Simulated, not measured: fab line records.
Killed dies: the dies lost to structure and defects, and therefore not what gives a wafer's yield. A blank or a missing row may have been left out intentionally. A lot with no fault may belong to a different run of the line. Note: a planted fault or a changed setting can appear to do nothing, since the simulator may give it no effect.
Split-lot trial / flow n5Finfet / on a route of 1938 steps: 7 lots, 21 wafers read

== THE SPLIT ==
At N5_BEOL_M14_EXPOSE_07 (exposes mask V13), the setting doseMj was moved away from the recipe's 57 on 8 of the 21 wafers read, by -5.8% to +3.6%. This setting was run at the recipe's value on the other wafers.

== FROM THE SPLIT TO THE READING: what the file shows between them, 11 steps ==
- N5_BEOL_M14_PEB_08: peb time 90 s
- N5_BEOL_M14_DEVELOP_09: develop time 45 s
- N5_BEOL_M14_HARDBAKE_14: time 120 s
- N5_BEOL_M14_CD_MEAS_10: target cd 250 nm
- N5_BEOL_M14_DESCUM_15: chemistry O2, time 7.9 s
- N5_BEOL_M14_ETCH_59: etches BARC in N2/H2, target depth 89 nm, overetch 26.7 nm, time 67.9 s
- N5_BEOL_M14_VIA_ETCH_16: etches SiO2 in C4F8/O2/Ar, target depth 1231.3 nm
- N5_BEOL_M14_STRIP_63: strips in O2
- N5_BEOL_M14_STRIP_64: strips in O2
- N5_BEOL_M14_STRIP_71: strips in post etch residue remover, time 60 s
- N5_BEOL_M14_SRD_72: time 30 s, dry time 30 s

== THE READING ==
cdNm, in nm, at N5_BEOL_M14_CD_MEAS_17 (target cd 250 nm). A value of 250.8 nm with a standard deviation of 1.8 nm is what fault-free wafers of this fab line usually give.

wafer=L075.3; tool, chamber at the split=krfScanner-02, 0; doseMj as run=57; against the recipe=recipe; cdNm, nm=253.6; against lot-mates on the recipe=-
wafer=L075.5; tool, chamber at the split=krfScanner-02, 0; doseMj as run=57; against the recipe=recipe; cdNm, nm=249.5; against lot-mates on the recipe=-
wafer=L075.6; tool, chamber at the split=krfScanner-02, 0; doseMj as run=57; against the recipe=recipe; cdNm, nm=251.7; against lot-mates on the recipe=-
wafer=L080.1; tool, chamber at the split=krfScanner-02, 0; doseMj as run=59.08; against the recipe=+3.6%; cdNm, nm=255.2; against lot-mates on the recipe=+7.3
wafer=L080.2; tool, chamber at the split=krfScanner-02, 0; doseMj as run=59.08; against the recipe=+3.6%; cdNm, nm=254.3; against lot-mates on the recipe=+6.4
wafer=L080.4; tool, chamber at the split=krfScanner-02, 0; doseMj as run=57; against the recipe=recipe; cdNm, nm=247.9; against lot-mates on the recipe=-
wafer=L081.1; tool, chamber at the split=krfScanner-02, 0; doseMj as run=57; against the recipe=recipe; cdNm, nm=250.5; against lot-mates on the recipe=-
wafer=L081.4; tool, chamber at the split=krfScanner-02, 0; doseMj as run=58.23; against the recipe=+2.2%; cdNm, nm=252.7; against lot-mates on the recipe=+2.2
wafer=L081.6; tool, chamber at the split=krfScanner-02, 0; doseMj as run=58.23; against the recipe=+2.2%; cdNm, nm=253.4; against lot-mates on the recipe=+2.9
wafer=L087.1; tool, chamber at the split=krfScanner-01, 0; doseMj as run=57; against the recipe=recipe; cdNm, nm=252.1; against lot-mates on the recipe=-
wafer=L087.3; tool, chamber at the split=krfScanner-01, 0; doseMj as run=57; against the recipe=recipe; cdNm, nm=249.1; against lot-mates on the recipe=-
wafer=L087.4; tool, chamber at the split=krfScanner-01, 0; doseMj as run=57; against the recipe=recipe; cdNm, nm=248.9; against lot-mates on the recipe=-
wafer=L089.2; tool, chamber at the split=krfScanner-01, 0; doseMj as run=57; against the recipe=recipe; cdNm, nm=253.7; against lot-mates on the recipe=-
wafer=L089.4; tool, chamber at the split=krfScanner-01, 0; doseMj as run=57; against the recipe=recipe; cdNm, nm=250.0; against lot-mates on the recipe=-
wafer=L089.5; tool, chamber at the split=krfScanner-01, 0; doseMj as run=55.78; against the recipe=-2.1%; cdNm, nm=248.9; against lot-mates on the recipe=-2.9
wafer=L090.1; tool, chamber at the split=krfScanner-01, 0; doseMj as run=57; against the recipe=recipe; cdNm, nm=251.1; against lot-mates on the recipe=-
wafer=L090.2; tool, chamber at the split=krfScanner-01, 0; doseMj as run=57; against the recipe=recipe; cdNm, nm=249.9; against lot-mates on the recipe=-
wafer=L090.5; tool, chamber at the split=krfScanner-01, 0; doseMj as run=53.69; against the recipe=-5.8%; cdNm, nm=242.6; against lot-mates on the recipe=-7.9
wafer=L094.1; tool, chamber at the split=krfScanner-02, 0; doseMj as run=54.93; against the recipe=-3.6%; cdNm, nm=245.0; against lot-mates on the recipe=-7.8
wafer=L094.5; tool, chamber at the split=krfScanner-02, 0; doseMj as run=54.93; against the recipe=-3.6%; cdNm, nm=246.3; against lot-mates on the recipe=-6.5
wafer=L094.6; tool, chamber at the split=krfScanner-02, 0; doseMj as run=57; against the recipe=recipe; cdNm, nm=252.8; against lot-mates on the recipe=-

THE FIT
A straight line over all 21 wafers: cdNm changes by +1.26 nm for each +1% of doseMj; r = +0.88; the points scatter about the line by 1.5 nm.
The same after taking each lot's own level away (the mean of its wafers on the recipe; 21 wafers): +1.64 nm for each +1%; r = +0.94; scatter 1.3 nm.
According to that fit, moving doseMj by its largest amount changes the reading by 9.5 nm.
Measured against the standard deviation above, the lots' own levels, which go from 247.90 to 252.80 nm, span 2.7 times it.
So the slope is not independent of the lot-to-lot level: the two fits are not the same.
Check: for one of the wafers moved furthest among these (-5.8%), held out of the fit, the line's prediction against its lot-mates is -10.5 nm. Against them it came out at -7.9 nm.

== THE WHOLE CHAIN: every reading that the file lists as answering this split, in the file's order ==
step=N5_BEOL_M14_CD_MEAS_10; what it does=target cd 250 nm; reading=cdNm; change (the file's fit)=+1.61 nm for each +1% of the setting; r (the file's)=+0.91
step=N5_BEOL_M14_CD_MEAS_17; what it does=target cd 250 nm; reading=cdNm; change (the file's fit)=+1.57 nm for each +1% of the setting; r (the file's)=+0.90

== THE FILE'S OWN FIT ==
cdNm changes by +1.57 nm for each +1% of doseMj, r = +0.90.
